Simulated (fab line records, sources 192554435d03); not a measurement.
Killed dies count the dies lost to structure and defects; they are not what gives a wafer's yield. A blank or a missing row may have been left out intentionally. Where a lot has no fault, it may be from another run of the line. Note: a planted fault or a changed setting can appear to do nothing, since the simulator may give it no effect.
Split-lot experiment    flow n5-finfet    on a route of 1938 steps: 7 lots, 39 wafers read

## ON THE SPLIT
At N5_FIN_SAQP_ALD_61 (deposits SiO2, target thk 4 nm, pulse time 1 s, purge time 2 s), the setting ald-cycles was moved away from the recipe's 43 on 15 of the 39 wafers read, by -53.5% to +53.5%. This setting was run at the recipe's value on the other wafers.

Reading taken at the split's own step.

## THE READING
SiO2_of_FIN_SAQP_ALD_61.thk-nm (the simulator's own value, which no gauge read), in nm, at N5_FIN_SAQP_ALD_61 (deposits SiO2, target thk 4 nm, pulse time 1 s, purge time 2 s). No usual value for it is given in the file. Here, 24 wafers ran the recipe; their average is 4.000 nm with a standard deviation of 0.017 nm.

wafer   tool, chamber at the split  ald-cycles as run  against the recipe  SiO2_of_FIN_SAQP_ALD_61.thk-nm, nm  against lot-mates on the recipe
L076.1  ald-sin-01, 2               43                 recipe              3.978                               -
L076.2  ald-sin-01, 0               43                 recipe              3.99                                -
L076.3  ald-sin-01, 3               43                 recipe              3.986                               -
L076.4  ald-sin-01, 1,0             43                 recipe              3.987                               -
L076.6  ald-sin-01, 1,0             43                 recipe              3.987                               -
L076.5  ald-sin-01, 3               43                 recipe              3.985                               -
L078.1  ald-sin-03, 0               43                 recipe              4.029                               -
L078.2  ald-sin-03, 1               50                 +16.3%              4.683                               +0.668
L078.3  ald-sin-03, 2               50                 +16.3%              4.663                               +0.648
L078.4  ald-sin-03, 3               43                 recipe              4.022                               -
L078.5  ald-sin-03, 2               43                 recipe              3.993                               -
L078.6  ald-sin-03, 1               50                 +16.3%              4.648                               +0.633
L081.1  ald-sin-04, 0               22                 -48.8%              2.05                                -1.942
L081.2  ald-sin-04, 3               22                 -48.8%              2.065                               -1.927
L081.3  ald-sin-04, 1               43                 recipe              3.997                               -
L081.4  ald-sin-04, 2               22                 -48.8%              2.043                               -1.949
L081.5  ald-sin-04, 3               43                 recipe              4.003                               -
L081.6  ald-sin-04, 0               43                 recipe              3.975                               -
L087.1  ald-sin-04, 1               20                 -53.5%              1.875                               -2.130
L087.2  ald-sin-04, 2               20                 -53.5%              1.863                               -2.142
L087.3  ald-sin-04, 0               43                 recipe              3.996                               -
L087.4  ald-sin-04, 3               43                 recipe              4.018                               -
L087.5  ald-sin-04, 0               43                 recipe              4.002                               -
L087.6  ald-sin-04, 3               20                 -53.5%              1.856                               -2.149
L092.1  ald-sin-03, 1               66                 +53.5%              6.16                                +2.151
L092.2  ald-sin-03, 2               43                 recipe              4.011                               -
L092.3  ald-sin-03, 3               43                 recipe              4.029                               -
L092.4  ald-sin-03, 0               43                 recipe              3.986                               -
L092.5  ald-sin-03, 0               66                 +53.5%              6.132                               +2.123
L092.6  ald-sin-03, 3               66                 +53.5%              6.131                               +2.122
L093.1  ald-sin-01, 0               43                 recipe              4.029                               -
L093.2  ald-sin-01, 1               62                 +44.2%              5.791                               +1.787
L093.3  ald-sin-01, 3               43                 recipe              3.984                               -
L093.4  ald-sin-01, 3               43                 recipe              3.998                               -
L093.5  ald-sin-01, 0               62                 +44.2%              5.746                               +1.742
L093.6  ald-sin-01, 1               62                 +44.2%              5.784                               +1.780
L096.2  ald-sin-03, 0               43                 recipe              3.994                               -
L096.5  ald-sin-03, 3               43                 recipe              4.02                                -
L096.6  ald-sin-03, 2               43                 recipe              4.012                               -
When a row names more than one chamber, that row covers several wafers, and the file does not tell which wafer ran in which chamber.

THE FIT
A straight line over all 39 wafers: SiO2_of_FIN_SAQP_ALD_61.thk-nm changes by +0.04 nm for each +1% of ald-cycles; r = +1.00; the points scatter about the line by 0.016 nm.
The same after taking each lot's own level away (the mean of its wafers on the recipe; 39 wafers): +0.0399 nm for each +1%; r = +1.00; scatter 0.014 nm.
Per that fit: largest ald-cycles move, reading shift of 2.1 nm.
Measured against the standard deviation above, the lots' own levels, which go from 3.9855 to 4.0147 nm, span 1.8 times it.
The two slopes are in agreement: the lot-to-lot level therefore moves the slope only a little.
Check: with one of the wafers moved furthest among these (-53.5%) left out of the fit, the line predicts -2.13 nm for it against its lot-mates. It came out at -2.13 nm against them.

## THE FILE'S OWN FIT
SiO2_of_FIN_SAQP_ALD_61.thk-nm changes by +0.0399 nm for each +1% of ald-cycles, r = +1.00.
